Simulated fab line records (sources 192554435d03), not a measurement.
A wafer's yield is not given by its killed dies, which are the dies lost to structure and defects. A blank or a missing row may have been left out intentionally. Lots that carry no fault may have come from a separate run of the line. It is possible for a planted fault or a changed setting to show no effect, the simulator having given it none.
Code-filled problem report in 8D (eight disciplines) form | flow n5 finfet | the parts of the form that need people (team, actions taken, sign-off) are left out

## 1. THE PROBLEM
Wafers without a fault read 91.2 s with a standard deviation of 0.45, while run length s at N5_BEOL_M14_ETCH_59 averages 81.5 s across 2 wafers of 1 lot. Measured from the usual mean, that is -21 standard deviations.
The step: etches BARC in N2/H2, target depth 89 nm, overetch 26.7 nm, time 67.9 s.
First observed at day 14 07:23: wafer L101.1, on rie diel-03. The record has a number at this step for 30 wafers belonging to 11 lots. Rule for "out", or "out of limits": more than 4 standard deviations from the usual mean. The rest of the wafers with a number are treated as sound.

## 2. WHAT IT IS; WHAT IT IS NOT
question                    | is                | is not
which readings at this step | run length s      | drypump motor current A, oes product au, rf vpp V, showerhead plenum p Torr, throttle valve pct
which lots                  | L101              | L108, L109, L110, L111, L112, L990, L991, L993, L996, L997
which wafers of those lots  | L101.1, L101.5    | L101.3
read on which tools         | rie diel-03       | rie diel-01, rie diel-02
when                        | from day 14 07:23 | up to then (13 sound wafers); but 15 sound wafers of L108, L109, L110, L111, L112 came after

## 3. THE SUSPECTS, EACH WITH WHAT RULES IT OUT
Counting: a tool at a process step up to the reading stays a suspect if it ran every lot that is out. Sound lots after the first of them don't rule it out here, since some wafers of a struck lot are sound.
- rie diel-03 at N5_BEOL_M14_ETCH_59 (etches BARC in N2/H2, target depth 89 nm, overetch 26.7 nm, time 67.9 s): kept. L101, the lot that is out, went through it at day 14 07:23; up to then, the latest sound lot through it was L997 at day 13 08:25. On those wafers its own readings are out: run length s.
- The sound lot-mates ran in chamber 0 of rie diel-03 at N5_BEOL_M14_ETCH_59, but the wafers that are out ran in chamber 2.
The count leaves rie diel-03 at N5_BEOL_M14_ETCH_59.

## 4. THE CAUSE (what the simulator had put in)
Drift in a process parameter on rie diel-03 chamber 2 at N5_BEOL_M14_ETCH_59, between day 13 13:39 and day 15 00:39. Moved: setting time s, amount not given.
After counting, this tool was the only one left.

## 5. THE CHAIN OF EFFECTS, in route order
One row per reading whose mean, taken over the struck wafers that have a number, lies over 3 standard deviations from the usual. Only readings whose record carries a usual standard deviation are examined. hours: median over the lots of the time between each lot's start at the first step of this table that gives one and its start at this step. sigmas: the change, counted in usual standard deviations.
hours | step                | reading      | usual  | on struck wafers | change | sigmas
0     | N5_BEOL_M14_ETCH_59 | run length s | 91.2 s | 81.5             | -9.7   | -21
It contains these process steps:
- N5_BEOL_M14_ETCH_59: etches BARC in N2/H2, target depth 89 nm, overetch 26.7 nm, time 67.9 s.
Later steps that measure or inspect, where all struck wafers having a row at the step show a number for every such reading and not one has moved that far: N5_BEOL_M14_CD_MEAS_17.

## 6. HOW IT WOULD HAVE BEEN CAUGHT EARLIER
First out-of-limits reading in this record: day 14 07:23, which is 18 hours after fault onset at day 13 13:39.
